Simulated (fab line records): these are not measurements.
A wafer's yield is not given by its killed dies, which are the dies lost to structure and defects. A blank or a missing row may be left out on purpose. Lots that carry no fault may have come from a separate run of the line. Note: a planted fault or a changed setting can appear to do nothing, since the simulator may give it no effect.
Lot-split experiment :: flow n5-finfet :: 7 lots, 21 wafers read, on a route of 1938 steps

## THE SPLIT ITSELF
At N5_BEOL_M9_COAT_60 (time 60 s, resist thk 30 nm), the setting spin-rpm was moved away from the recipe's 1500 rpm on 7 of the 21 wafers read, by -11.0% to +11.2%. All remaining wafers had this setting at the recipe value.

## FROM THE SPLIT TO THE READING: what the file shows between them, 3 steps
- N5_BEOL_M9_COAT_05: resist thk 90 nm
- N5_BEOL_M9_EBR_07
- N5_BEOL_M9_DESCUM_16: chemistry O2, time 7.9 s

## THE READING
CAR-ArF_of_BEOL_M9_COAT_05.thk-nm (the simulator's own value, which no gauge read), in nm, at N5_BEOL_M9_ETCH_61 (etches SiARC in CF4, target depth 39 nm, time 65 s). The file gives no usual value for it. Across the 14 wafers here that went through the recipe, the average is 55.6 nm and the standard deviation 0.26 nm.

wafer: L076.3
tool, chamber at the split: litho-track-01, 0
spin-rpm as run, rpm: 1634
against the recipe: +8.9%
CAR-ArF_of_BEOL_M9_COAT_05.thk-nm, nm: 56.6
against lot-mates on the recipe: +1.0

wafer: L076.4
tool, chamber at the split: litho-track-01, 0
spin-rpm as run, rpm: 1634
against the recipe: +8.9%
CAR-ArF_of_BEOL_M9_COAT_05.thk-nm, nm: 56.6
against lot-mates on the recipe: +1.0

wafer: L076.5
tool, chamber at the split: litho-track-01, 0
spin-rpm as run, rpm: 1500
against the recipe: recipe
CAR-ArF_of_BEOL_M9_COAT_05.thk-nm, nm: 55.6
against lot-mates on the recipe: -

wafer: L077.1
tool, chamber at the split: litho-track-03, 0
spin-rpm as run, rpm: 1500
against the recipe: recipe
CAR-ArF_of_BEOL_M9_COAT_05.thk-nm, nm: 55.8
against lot-mates on the recipe: -

wafer: L077.3
tool, chamber at the split: litho-track-03, 0
spin-rpm as run, rpm: 1500
against the recipe: recipe
CAR-ArF_of_BEOL_M9_COAT_05.thk-nm, nm: 55.8
against lot-mates on the recipe: -

wafer: L077.4
tool, chamber at the split: litho-track-03, 0
spin-rpm as run, rpm: 1500
against the recipe: recipe
CAR-ArF_of_BEOL_M9_COAT_05.thk-nm, nm: 56
against lot-mates on the recipe: -

wafer: L078.1
tool, chamber at the split: litho-track-02, 0
spin-rpm as run, rpm: 1668
against the recipe: +11.2%
CAR-ArF_of_BEOL_M9_COAT_05.thk-nm, nm: 56.8
against lot-mates on the recipe: +1.4

wafer: L078.4
tool, chamber at the split: litho-track-02, 0
spin-rpm as run, rpm: 1668
against the recipe: +11.2%
CAR-ArF_of_BEOL_M9_COAT_05.thk-nm, nm: 57
against lot-mates on the recipe: +1.6

wafer: L078.6
tool, chamber at the split: litho-track-02, 0
spin-rpm as run, rpm: 1500
against the recipe: recipe
CAR-ArF_of_BEOL_M9_COAT_05.thk-nm, nm: 55.4
against lot-mates on the recipe: -

wafer: L079.1
tool, chamber at the split: litho-track-01, 0
spin-rpm as run, rpm: 1500
against the recipe: recipe
CAR-ArF_of_BEOL_M9_COAT_05.thk-nm, nm: 55.4
against lot-mates on the recipe: -

wafer: L079.2
tool, chamber at the split: litho-track-01, 0
spin-rpm as run, rpm: 1455
against the recipe: -3.0%
CAR-ArF_of_BEOL_M9_COAT_05.thk-nm, nm: 55
against lot-mates on the recipe: -0.4

wafer: L079.3
tool, chamber at the split: litho-track-01, 0
spin-rpm as run, rpm: 1500
against the recipe: recipe
CAR-ArF_of_BEOL_M9_COAT_05.thk-nm, nm: 55.4
against lot-mates on the recipe: -

wafer: L083.3
tool, chamber at the split: litho-track-02, 0
spin-rpm as run, rpm: 1500
against the recipe: recipe
CAR-ArF_of_BEOL_M9_COAT_05.thk-nm, nm: 55.4
against lot-mates on the recipe: -

wafer: L083.5
tool, chamber at the split: litho-track-02, 0
spin-rpm as run, rpm: 1500
against the recipe: recipe
CAR-ArF_of_BEOL_M9_COAT_05.thk-nm, nm: 55.2
against lot-mates on the recipe: -

wafer: L083.6
tool, chamber at the split: litho-track-02, 0
spin-rpm as run, rpm: 1500
against the recipe: recipe
CAR-ArF_of_BEOL_M9_COAT_05.thk-nm, nm: 55.6
against lot-mates on the recipe: -

wafer: L085.1
tool, chamber at the split: litho-track-03, 0
spin-rpm as run, rpm: 1500
against the recipe: recipe
CAR-ArF_of_BEOL_M9_COAT_05.thk-nm, nm: 55.8
against lot-mates on the recipe: -

wafer: L085.3
tool, chamber at the split: litho-track-03, 0
spin-rpm as run, rpm: 1500
against the recipe: recipe
CAR-ArF_of_BEOL_M9_COAT_05.thk-nm, nm: 55.6
against lot-mates on the recipe: -

wafer: L085.4
tool, chamber at the split: litho-track-03, 0
spin-rpm as run, rpm: 1500
against the recipe: recipe
CAR-ArF_of_BEOL_M9_COAT_05.thk-nm, nm: 55.8
against lot-mates on the recipe: -

wafer: L092.2
tool, chamber at the split: litho-track-03, 0
spin-rpm as run, rpm: 1500
against the recipe: recipe
CAR-ArF_of_BEOL_M9_COAT_05.thk-nm, nm: 56.2
against lot-mates on the recipe: -

wafer: L092.4
tool, chamber at the split: litho-track-03, 0
spin-rpm as run, rpm: 1335
against the recipe: -11.0%
CAR-ArF_of_BEOL_M9_COAT_05.thk-nm, nm: 54.4
against lot-mates on the recipe: -1.8

wafer: L092.5
tool, chamber at the split: litho-track-03, 0
spin-rpm as run, rpm: 1335
against the recipe: -11.0%
CAR-ArF_of_BEOL_M9_COAT_05.thk-nm, nm: 54.4
against lot-mates on the recipe: -1.8

THE FIT
A straight line over all 21 wafers: CAR-ArF_of_BEOL_M9_COAT_05.thk-nm changes by +0.113 nm for each +1% of spin-rpm; r = +0.94; the points scatter about the line by 0.24 nm.
The same after taking each lot's own level away (the mean of its wafers on the recipe; 21 wafers): +0.141 nm for each +1%; r = +0.99; scatter 0.14 nm.
That fit puts the effect of the largest move of spin-rpm on the reading at 1.6 nm.
From 55.40 to 56.20 nm: that is the span of the lots' own levels, equal to 3.0 times the standard deviation above.
So the lot-to-lot level changes the slope: the two fits differ.
Check: for one of the wafers moved furthest among these (+11.2%), held out of the fit, the line's prediction against its lot-mates is +1.56 nm. It came out at +1.4 nm against them.

## FURTHER SPLITS ON THESE WAFERS
Before the reading, these wafers also passed through other splits. Each is held against what the fit with the lots' levels taken away leaves over:
other split on the same wafers: N5_BEOL_M7_DESCUM_33 time-s
wafers away from the commonest value: 6
r with CAR-ArF_of_BEOL_M9_COAT_05.thk-nm (lot level and that fit taken away): +0.10

other split on the same wafers: N5_BEOL_M7_VIA_ETCH_34 source-w
wafers away from the commonest value: 9
r with CAR-ArF_of_BEOL_M9_COAT_05.thk-nm (lot level and that fit taken away): +0.37

other split on the same wafers: N5_BEOL_M7_TRENCH_ETCH_37 source-w
wafers away from the commonest value: 9
r with CAR-ArF_of_BEOL_M9_COAT_05.thk-nm (lot level and that fit taken away): -0.27

## THE WHOLE CHAIN: every reading that the file lists as answering this split, in the file's order
step: N5_BEOL_M9_COAT_60
what it does: time 60 s, resist thk 30 nm
reading: SiARC_of_BEOL_M9_COAT_60.thk-nm (the simulator's own value, which no gauge read)
change (the file's fit): -0.144 nm for each +1% of the setting
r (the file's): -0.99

step: N5_BEOL_M9_ETCH_61
what it does: etches SiARC in CF4, target depth 39 nm, time 65 s
reading: etch.depth-nm (the simulator's own value, which no gauge read)
change (the file's fit): -0.148 nm for each +1% of the setting
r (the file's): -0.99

step: N5_BEOL_M9_ETCH_61
what it does: etches SiARC in CF4, target depth 39 nm, time 65 s
reading: CAR-ArF_of_BEOL_M9_COAT_05.thk-nm (the simulator's own value, which no gauge read)
change (the file's fit): +0.139 nm for each +1% of the setting
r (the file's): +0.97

## THE FILE'S OWN FIT
CAR-ArF_of_BEOL_M9_COAT_05.thk-nm changes by +0.139 nm for each +1% of spin-rpm, r = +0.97.
